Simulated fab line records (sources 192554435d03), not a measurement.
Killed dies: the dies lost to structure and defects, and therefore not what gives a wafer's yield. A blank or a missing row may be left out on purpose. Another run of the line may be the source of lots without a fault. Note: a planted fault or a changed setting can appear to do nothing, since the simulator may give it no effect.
Which tool is to blame? + flow n5_finfet + 9 lots with 27 wafers sampled at 6 steps, on a route of 1938 steps

WHAT THE GAUGES READ, wafer by wafer
N5_BEOL_M1_INSPECT_30: inspects for defects (brightfield). Usual: raw_defect_count at 415, with a standard deviation of 84.
| lot  | measured     | on                | raw_defect_count | flag |
|------|--------------|-------------------|------------------|------|
| L469 | day 6 17:19  | defect_inspect-02 | 468 471 366      |      |
| L470 | day 6 18:50  | defect_inspect-01 | 496 315 484      |      |
| L475 | day 8 07:22  | defect_inspect-01 | 407 310 523      |      |
| L476 | day 10 02:05 | defect_inspect-02 | 479 613 404      |      |
| L484 | day 12 08:38 | defect_inspect-01 | 492 457 444      |      |
| L486 | day 12 12:04 | defect_inspect-01 | 492 444 439      |      |
| L489 | day 13 22:05 | defect_inspect-02 | 357 355 343      |      |
| L488 | day 13 22:16 | defect_inspect-01 | 334 350 321      |      |
| L491 | day 13 22:22 | defect_inspect-01 | 409 320 309      |      |

N5_BEOL_M1_OCD_MEAS_38. Usual: trench_depth_nm at 55.2 nm, with a standard deviation of 0.88.
| lot  | measured     | on     | trench_depth_nm (nm) | flag |
|------|--------------|--------|----------------------|------|
| L469 | day 6 19:33  | ocd-01 | 54.1 54.7 55.1       |      |
| L470 | day 6 20:01  | ocd-02 | 53.4 55.1 54.3       |      |
| L475 | day 8 14:59  | ocd-02 | 53.9 49.5 56.2       |      |
| L476 | day 10 05:11 | ocd-02 | 55.5 56.4 49.3       |      |
| L484 | day 12 15:26 | ocd-02 | 56.1 55.0 55.4       |      |
| L486 | day 12 15:05 | ocd-02 | 56.2 56.7 55.7       |      |
| L489 | day 13 22:56 | ocd-02 | 57.0 56.3 54.9       |      |
| L488 | day 13 23:44 | ocd-02 | 55.0 55.0 55.5       |      |
| L491 | day 14 00:11 | ocd-01 | 55.1 56.2 54.7       |      |

N5_BEOL_M4_RC_MEAS_101. Usual: DIBL_N 36.5 mV/V, standard deviation 1.2; DIBL_P 36.5 mV/V, standard deviation 1.6; IOFF_N 0.162 nA/um, standard deviation 0.023; IOFF_P 0.221 nA/um, standard deviation 0.03; ION_N 678 uA/um, standard deviation 8; ION_P 466 uA/um, standard deviation 6.3; SS_N 71.6 mV/dec, standard deviation 0.46; SS_P 73.3 mV/dec, standard deviation 0.57; VT_N 249.2 mV, standard deviation 2.6; VT_P -249 mV, standard deviation 3.3.
| lot  | measured     | on        | DIBL_N (mV/V)  | DIBL_P (mV/V)  | IOFF_N (nA/um)    | IOFF_P (nA/um)    | ION_N (uA/um) | ION_P (uA/um) | SS_N (mV/dec)  | SS_P (mV/dec)  | VT_N (mV)         | VT_P (mV)      | flag |
|------|--------------|-----------|----------------|----------------|-------------------|-------------------|---------------|---------------|----------------|----------------|-------------------|----------------|------|
| L469 | day 10 11:47 | prober-02 | 36.0 37.7 38.3 | 36.5 39.4 39.4 | 0.144 0.172 0.186 | 0.206 0.268 0.272 | 675 675 688   | 469 476 475   | 71.5 71.9 71.6 | 73.3 73.8 73.1 | 252.9 246.7 248.1 | -250 -247 -244 |      |
| L470 | day 11 02:35 | prober-02 | 35.9 38.2 34.9 | 36.2 38.8 34.9 | 0.143 0.187 0.126 | 0.197 0.249 0.177 | 676 691 664   | 470 468 458   | 71.2 71.9 71.0 | 73.5 74.2 73.4 | 251.3 247.9 253.5 | -252 -249 -254 |      |
| L475 | day 11 14:50 | prober-02 | 36.9 36.6 36.5 | 37.8 37.4 37.5 | 0.162 0.155 0.156 | 0.189 0.180 0.176 | 680 667 682   | 459 454 460   | 71.5 71.3 71.9 | 73.0 74.0 72.5 | 250.4 251.2 250.6 | -253 -254 -256 |      |
| L476 | day 11 17:20 | prober-02 | 35.8 35.8 35.5 | 36.0 36.5 35.2 | 0.152 0.151 0.148 | 0.205 0.210 0.194 | 680 669 682   | 465 458 464   | 71.8 71.4 71.0 | 73.0 73.1 73.2 | 252.3 249.7 250.3 | -252 -250 -252 |      |
| L484 | day 14 08:17 | prober-02 | 35.0 35.2 36.1 | 36.7 35.8 37.5 | 0.145 0.135 0.160 | 0.218 0.209 0.250 | 684 681 686   | 475 474 481   | 71.1 71.5 71.6 | 73.9 73.2 73.1 | 249.7 251.7 249.6 | -248 -251 -246 |      |
| L486 | day 14 11:44 | prober-01 | 36.2 35.3 34.6 | 38.9 38.1 36.3 | 0.194 0.165 0.152 | 0.254 0.232 0.215 | 695 677 678   | 471 464 465   | 72.0 72.7 71.9 | 73.8 72.7 73.0 | 247.0 248.3 251.2 | -246 -248 -247 |      |
| L489 | day 16 01:32 | prober-02 | 37.5 37.1 35.6 | 37.2 36.5 34.3 | 0.169 0.147 0.125 | 0.210 0.203 0.176 | 675 669 668   | 462 462 459   | 72.1 72.0 70.9 | 73.1 72.9 73.2 | 250.7 251.4 253.9 | -251 -249 -252 |      |
| L488 | day 16 04:32 | prober-01 | 38.0 37.1 36.0 | 36.7 35.6 34.9 | 0.167 0.155 0.138 | 0.214 0.203 0.189 | 674 677 672   | 462 465 464   | 72.0 71.5 71.7 | 74.3 72.9 73.1 | 246.7 248.8 250.6 | -249 -250 -249 |      |
| L491 | day 16 07:52 | prober-02 | 38.1 37.7 39.2 | 38.1 36.9 38.9 | 0.181 0.170 0.206 | 0.251 0.233 0.258 | 678 691 690   | 468 469 463   | 72.3 72.2 72.1 | 74.5 74.4 73.9 | 248.3 249.1 245.9 | -249 -247 -249 |      |

WHICH TOOL RAN EACH LOT (tool, then ch and the chambers of the sampled wafers, then the start)
| lot  | N5_BEOL_M1_HM_OPEN_17             | N5_BEOL_M1_TRENCH_ETCH_37          | N5_BEOL_M1_ALD_84                   |
|------|-----------------------------------|------------------------------------|-------------------------------------|
| L469 | rie_metal-02 ch 0,1, day 6 16:35  | rie_diel-03 ch 1,2,3, day 6 19:23  | ald_metal-02 ch 1,2,3, day 6 20:05  |
| L470 | rie_metal-02 ch 0,1, day 6 18:15  | rie_diel-02 ch 0,2, day 6 19:52    | ald_metal-04 ch 0,2,3, day 6 20:34  |
| L475 | rie_metal-01 ch 0,1, day 8 06:44  | rie_diel-02 ch 1,2,3, day 8 14:49  | ald_metal-04 ch 0,1,2, day 8 15:18  |
| L476 | rie_metal-01 ch 0,1, day 10 01:31 | rie_diel-02 ch 0,2,3, day 10 05:02 | ald_metal-02 ch 1,2,3, day 10 06:01 |
| L484 | rie_metal-01 ch 0,1, day 12 07:59 | rie_diel-02 ch 2,3, day 12 15:17   | ald_metal-04 ch 1,3, day 12 16:01   |
| L486 | rie_metal-01 ch 0,1, day 12 11:29 | rie_diel-02 ch 0,2,3, day 12 14:55 | ald_metal-03 ch 1,2, day 12 15:51   |
| L489 | rie_metal-03 ch 0,1, day 13 21:22 | rie_diel-02 ch 0,2,3, day 13 22:46 | ald_metal-02 ch 0,1,2, day 13 23:15 |
| L488 | rie_metal-01 ch 1, day 13 21:28   | rie_diel-05 ch 1,2, day 13 23:34   | ald_metal-02 ch 1,3, day 14 00:04   |
| L491 | rie_metal-03 ch 0,1, day 13 21:43 | rie_diel-02 ch 1,2,3, day 14 00:01 | ald_metal-04 ch 0,3, day 14 00:49   |
- N5_BEOL_M1_HM_OPEN_17: chemistry Cl2/BCl3, target TiN, target depth 20 nm, overetch 6 nm.
- N5_BEOL_M1_TRENCH_ETCH_37: etches SiOC in C4F6/O2, target depth 55.207 nm, time 29 s.
- N5_BEOL_M1_ALD_84: deposits TaN, pulse time 2 s, purge time 3 s, co reactant purge time 2 s.

WHAT THE TOOLS THEMSELVES READ (means of the sampled wafers that have a number; where no wafer has one, the mark that the record gives instead)
N5_BEOL_M1_HM_OPEN_17. Usual: drypump_motor_current_A 5.9 A, standard deviation 0.53; oes_product_au 0.67 a.u., standard deviation 0.092; throttle_valve_pct 21.99 %, standard deviation 0.19.
| lot  | tool         | drypump_motor_current_A (A) | oes_product_au (a.u.) | throttle_valve_pct (%) | flag |
|------|--------------|-----------------------------|-----------------------|------------------------|------|
| L469 | rie_metal-02 | 5.9                         | 0.67                  | 22.27                  |      |
| L470 | rie_metal-02 | 5.9                         | 0.67                  | 22.25                  |      |
| L475 | rie_metal-01 | 6.6                         | 0.77                  | 21.98                  |      |
| L476 | rie_metal-01 | 6.5                         | 0.75                  | 21.97                  |      |
| L484 | rie_metal-01 | 6.6                         | 0.73                  | 21.98                  |      |
| L486 | rie_metal-01 | 6.5                         | 0.74                  | 21.97                  |      |
| L489 | rie_metal-03 | 5.4                         | 0.70                  | 21.82                  |      |
| L488 | rie_metal-01 | 6.2                         | 0.65                  | 21.85                  |      |
| L491 | rie_metal-03 | 5.4                         | 0.71                  | 21.82                  |      |

N5_BEOL_M1_TRENCH_ETCH_37. Usual: drypump_motor_current_A 5.7 A, standard deviation 0.42; oes_product_au 0.78 a.u., standard deviation 0.091; rf_vpp_V 664 V, standard deviation 5.7; run_length_s 52.5 s, standard deviation 0.36; showerhead_plenum_p_Torr 2.81 Torr, standard deviation 0.082; throttle_valve_pct 20.92 %, standard deviation 0.17.
| lot  | tool        | drypump_motor_current_A (A) | oes_product_au (a.u.) | rf_vpp_V (V) | run_length_s (s) | showerhead_plenum_p_Torr (Torr) | throttle_valve_pct (%) | flag |
|------|-------------|-----------------------------|-----------------------|--------------|------------------|---------------------------------|------------------------|------|
| L469 | rie_diel-03 | 5.6                         | 0.72                  | 666          | 52.7             | 2.85                            | 21.09                  |      |
| L470 | rie_diel-02 | 5.2                         | 0.74                  | 665          | 52.7             | 2.87                            | 21.04                  |      |
| L475 | rie_diel-02 | 5.9                         | 0.78                  | 658          | 51.5             | 2.74                            | 20.90                  |      |
| L476 | rie_diel-02 | 5.6                         | 0.86                  | 660          | 51.6             | 2.80                            | 20.80                  |      |
| L484 | rie_diel-02 | 6.0                         | 0.79                  | 661          | 52.6             | 2.75                            | 20.89                  |      |
| L486 | rie_diel-02 | 5.6                         | 0.83                  | 662          | 52.4             | 2.80                            | 20.83                  |      |
| L489 | rie_diel-02 | 5.6                         | 0.81                  | 660          | 52.4             | 2.79                            | 20.85                  |      |
| L488 | rie_diel-05 | 5.6                         | 0.86                  | 669          | 52.5             | 2.86                            | 20.74                  |      |
| L491 | rie_diel-02 | 5.9                         | 0.76                  | 657          | 52.7             | 2.73                            | 20.96                  |      |

N5_BEOL_M1_ALD_84. Usual: heater_power_outer_w 230 W, standard deviation 27; heater_power_w 426 W, standard deviation 46.
| lot  | tool         | heater_power_outer_w (W) | heater_power_w (W) | flag |
|------|--------------|--------------------------|--------------------|------|
| L469 | ald_metal-02 | 260                      | 473                |      |
| L470 | ald_metal-04 | 207                      | 391                |      |
| L475 | ald_metal-04 | 211                      | 387                |      |
| L476 | ald_metal-02 | 262                      | 480                |      |
| L484 | ald_metal-04 | 237                      | 437                |      |
| L486 | ald_metal-03 | 209                      | 362                |      |
| L489 | ald_metal-02 | 259                      | 483                |      |
| L488 | ald_metal-02 | 248                      | 446                |      |
| L491 | ald_metal-04 | 205                      | 396                |      |

THE ANSWER, worked out from the rows above alone
Rule: lot off if the mean of its wafers having a number is beyond 3 standard deviations from the usual mean. A lot without any number at a reading at which 4 lots or more have one is off too. Where the step has rows for the other lots, those lots are counted as sound. The gauges are gone through in route order, then the tools' own readings, and for those a lot's mean is taken as printed above. The first step at which some lot is off is used, and at that step the reading that is off furthest; a lot without a number counts as furthest.
Across all readings shown, no lot is off: no conclusion can be drawn from this.

WHAT THE SIMULATOR HAD INSERTED
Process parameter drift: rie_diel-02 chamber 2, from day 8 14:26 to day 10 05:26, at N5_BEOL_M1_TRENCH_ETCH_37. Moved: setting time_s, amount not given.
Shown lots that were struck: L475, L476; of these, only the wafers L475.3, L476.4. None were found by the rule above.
